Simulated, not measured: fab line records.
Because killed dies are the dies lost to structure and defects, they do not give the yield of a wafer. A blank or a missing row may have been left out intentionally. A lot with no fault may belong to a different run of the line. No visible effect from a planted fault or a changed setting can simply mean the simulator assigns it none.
Problem report, 8D (eight disciplines) form, completed by code || flow n5-finfet || the parts of the form that need people (team, actions taken, sign-off) are left out

1. THE PROBLEM
Mean of oes-product-au at N5_FIN_SAQP_ETCH_69: 0.31 a.u. across 6 wafers in 2 lots; on wafers with no fault it is 0.80 a.u. (standard deviation 0.092). Relative to the usual mean, that is a shift of -5.4 standard deviations.
The step: etches SOC in N2/H2, stops on SiNx, target depth 150 nm.
First seen on wafer L733.1, day 5 13:27, on rie-diel-06. The record has a number at this step for 24 wafers belonging to 8 lots. Rule for "out", or "out of limits": more than 4 standard deviations from the usual mean. All remaining wafers that have a number are taken as sound.

2. WHAT IT IS AND WHAT IT IS NOT
{"question": "which readings at this step", "is": "oes-product-au", "is not": "bias-w, chamber-pressure-mTorr, drypump-motor-current-A"}
{"question": "which lots", "is": "L733, L734", "is not": "L723, L724, L738, L739, L740, L742"}
{"question": "which wafers of those lots", "is": "all that have a number", "is not": "-"}
{"question": "read on which tools", "is": "rie-diel-05, rie-diel-06", "is not": "rie-diel-02"}
{"question": "when", "is": "from day 5 13:27", "is not": "up to then (6 sound wafers); but 12 sound wafers of L738, L739, L740, L742 came after"}

3. THE SUSPECTS, EACH WITH WHAT RULES IT OUT
Counting: a tool at any process step up to the reading remains a suspect when it ran all the lots that are out and ran no sound lot after the first of those.
- rie-si-02 at N5_FIN_SAQP_MANDREL_ETCH_58 (etches a-Si in HBr/Cl2, stops on SiNx, target depth 45 nm, bt time 10 s, time 27 s): ruled out as a lasting fault. The sound lots L738, L739, L740, L742 went through it after L733, its earliest lot that is out (day 5 12:41).
Left after counting: nothing in the record.

4. THE CAUSE (what the simulator had put in)
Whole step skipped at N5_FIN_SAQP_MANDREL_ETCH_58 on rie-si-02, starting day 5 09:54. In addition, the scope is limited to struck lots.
The count ruled it out by mistake, since the rule takes a fault to strike every lot its tool runs from the start of the fault on, and this one did not do so.

5. SEQUENCE OF EFFECTS, ordered by route
Each row: a reading where the mean over the struck wafers with a number is more than 3 standard deviations away from the usual. Scope: only readings with a usual standard deviation given in the record; hours: median across lots of the time from each lot's start at the first step in this table that gives one to its start at this step; sigmas: change in usual standard deviations.
{"hours": 0, "step": "N5_FIN_SAQP_ETCH_69", "reading": "oes-product-au", "usual": "0.80 a.u.", "on struck wafers": 0.31, "change": -0.49, "sigmas": -5.4}
{"hours": 1, "step": "N5_FIN_SAQP_SPACER2_ETCHBACK_29", "reading": "oes-product-au", "usual": "0.81 a.u.", "on struck wafers": 0.32, "change": -0.49, "sigmas": -5.1}
{"hours": 269, "step": "N5_PASSIVATION_PROBE_49", "reading": "killed-at-front-end", "usual": 42, "on struck wafers": 1128, "change": "+1086", "sigmas": "+90"}
{"hours": 269, "step": "N5_PASSIVATION_PROBE_49", "reading": "killed-dies", "usual": 108, "on struck wafers": 1180, "change": "+1072", "sigmas": "+60"}
{"hours": 269, "step": "N5_PASSIVATION_PROBE_49", "reading": "killed-on-rim", "usual": 15, "on struck wafers": 152, "change": "+137", "sigmas": "+33"}
It contains these process steps:
- N5_FIN_SAQP_ETCH_69: etches SOC in N2/H2, stops on SiNx, target depth 150 nm.
- N5_FIN_SAQP_SPACER2_ETCHBACK_29: etches SiO2 in CHF3/O2, target depth 12.2 nm, time 6.1 s.
- N5_PASSIVATION_PROBE_49
Readings that are blank on the struck wafers while sound wafers have them: HBr_flow_sccm at N5_FIN_SAQP_MANDREL_ETCH_58; bias-w at N5_FIN_SAQP_MANDREL_ETCH_58; drypump-motor-current-A at N5_FIN_SAQP_MANDREL_ETCH_58; oes-product-au at N5_FIN_SAQP_MANDREL_ETCH_58; throttle-valve-pct at N5_FIN_SAQP_MANDREL_ETCH_58.

6. WHAT WOULD HAVE CAUGHT IT SOONER
4 hours passed between the start of the fault at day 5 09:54 and the first reading out of limits in this record, taken at day 5 13:27.
At N5_FIN_SAQP_MANDREL_ETCH_58 the tool's readings are blank on the struck wafers, where sound wafers have them: an empty tool record is the first sign, and it was there at once.
